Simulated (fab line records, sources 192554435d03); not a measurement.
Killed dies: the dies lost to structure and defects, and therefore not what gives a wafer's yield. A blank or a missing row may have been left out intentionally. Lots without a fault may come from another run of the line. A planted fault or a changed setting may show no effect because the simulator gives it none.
Comparing a struck lot with a sound one / flow n5 finfet / 15 steps out of a route of 1938
Sound: wafers L994.2, L994.4, L994.5. Wafers L103.1, L103.3, L103.5 were the ones struck. The cause is named last.
At each step with rows: each side's tool, then ch and its chambers, then its first start. Under that, the readings that differ: sound wafers / struck wafers / difference of the means / sigmas: that difference in standard deviations of wafers without a fault.
alike: words and numbers the same on both sides, and readings whose means are apart by under 2 such deviations; not compared: readings that were withheld, readings missing a value for some wafer, numbers with overlapping values and no deviation given by the record, and bounds like >300 which may hide the same value.
The two part at a step that has a row with sigmas, a row that says differs or no value, or rows on one side only. Non-overlapping numbers with no deviation appear without sigmas and do not part them. A reading that every wafer of one side lacks parts them only if that side has two wafers or more.

N5_HKMG_FIN_ETCH_86: etches SOC in N2/H2, stops on TiN, target depth 393.2 nm.
  sound on rie diel-04 ch 0,1, day 5 04:35; struck on rie diel-01 ch 0,2, day 7 12:56
  alike: drypump motor current A, oes product au, rf fwd power W, rf vpp V, showerhead plenum p Torr, throttle valve pct
  not compared: rf hours counter h
then, 3 steps without rows for these wafers: N5_HKMG_FIN_STRIP_89 (strips SOC in N2/H2, time 20 s); N5_HKMG_FIN_WET_ETCH_87 (etches TiN in SC1, time 154.2 s, target depth 4.7 nm, rinse time 30 s); N5_HKMG_FIN_STRIP_88 (strips in N2/H2, time 360 s).
N5_HKMG_FIN_NWFM_ALD_20: deposits TiAlC, target thk 2 nm, pulse time 3 s, purge time 2 s.
  sound on ald metal-03 ch 0,2,3, day 5 05:14; struck on ald metal-01 ch 1,2,3, day 7 13:34
  alike: heater power w, precursor pulse height rel, susceptor temp C
then, 2 steps without rows for these wafers: N5_HKMG_FIN_ALD_71 (deposits TiN, target thk 1 nm, pulse time 1 s, purge time 3 s); N5_HKMG_FIN_COAT_66 (time 60 s, resist thk 300 nm).
N5_HKMG_FIN_ETCH_67: etches SOC in N2/H2, stops on TiN, target depth 388.9 nm.
  sound on rie diel-01 ch 0,3, day 5 05:41; struck on rie diel-03 ch 0,1, day 7 14:00
  alike: drypump motor current A, oes product au, rf fwd power W, rf vpp V, showerhead plenum p Torr, throttle valve pct
  not compared: rf hours counter h
N5_HKMG_FIN_STRIP_90: strips SOC in N2/H2, time 20 s.
  sound on rie diel-01 ch 0,3, day 5 05:44; struck on rie diel-03 ch 0,1, day 7 14:04
  alike: bias power w, drypump motor current A, oes product au, rf fwd power W, rf vpp V, showerhead plenum p Torr, throttle valve pct
  not compared: rf hours counter h
then, 1 step without rows for these wafers: N5_HKMG_FIN_WET_ETCH_73 (etches the open film in SC1, time 42.3 s, target depth 1.3 nm, rinse time 30 s).
N5_HKMG_FIN_ETCHBACK_68: etches the open film in Cl2/Ar, stops on HfO2, target depth 0.5 nm.
  sound on rie metal-03 ch 0, day 5 05:54; struck on rie metal-02 ch 0,1, day 7 14:13
reading=throttle valve pct (%); sound=20.46 20.45 20.47; struck=21.14 20.99 20.97; difference=+0.57; sigmas=+2
  alike: drypump motor current A, oes product au, rf fwd power W
  not compared: rf hours counter h
then, 1 step without rows for these wafers: N5_HKMG_FIN_STRIP_69 (strips in N2/H2, time 360 s).
N5_HKMG_FIN_ALD_21: deposits TiN, target thk 1.5 nm, pulse time 1 s, purge time 3 s.
  sound on ald metal-04 ch 0,2,3, day 5 06:26; struck on ald metal-04 ch 0,2,3, day 7 14:44
reading=susceptor temp C (C); sound=400.02 400.25 399.86; struck=395.93 396.13 395.82; difference=-4.08; sigmas=-17
  alike: heater power w, precursor pulse height rel
then, 1 step without rows for these wafers: N5_HKMG_FIN_ALD_72 (deposits W, target thk 2 nm, pulse time 1 s, purge time 2 s).
-- the record jumps here: 4 days lie between the struck wafers' starts before and after (it left off in module HKMG_FIN and takes up again in module BEOL_M4, whose first step shown is number 1111 of the route) --
N5_BEOL_M4_RC_MEAS_101:
  sound on prober-02 ch 0, day 8 10:20; struck on prober-02 ch 0, day 11 07:49
  alike: DIBL_N, DIBL_P, IOFF_N, IOFF_P, ION_N, ION_P, SS_N, SS_P, VT_N, VT_P

WHERE THEY PART
First at N5_HKMG_FIN_ETCHBACK_68; last, within this record, at N5_HKMG_FIN_ALD_21. Later steps at which nothing parts them and some readings are alike: N5_BEOL_M4_RC_MEAS_101.

WHY: what the simulator had put in
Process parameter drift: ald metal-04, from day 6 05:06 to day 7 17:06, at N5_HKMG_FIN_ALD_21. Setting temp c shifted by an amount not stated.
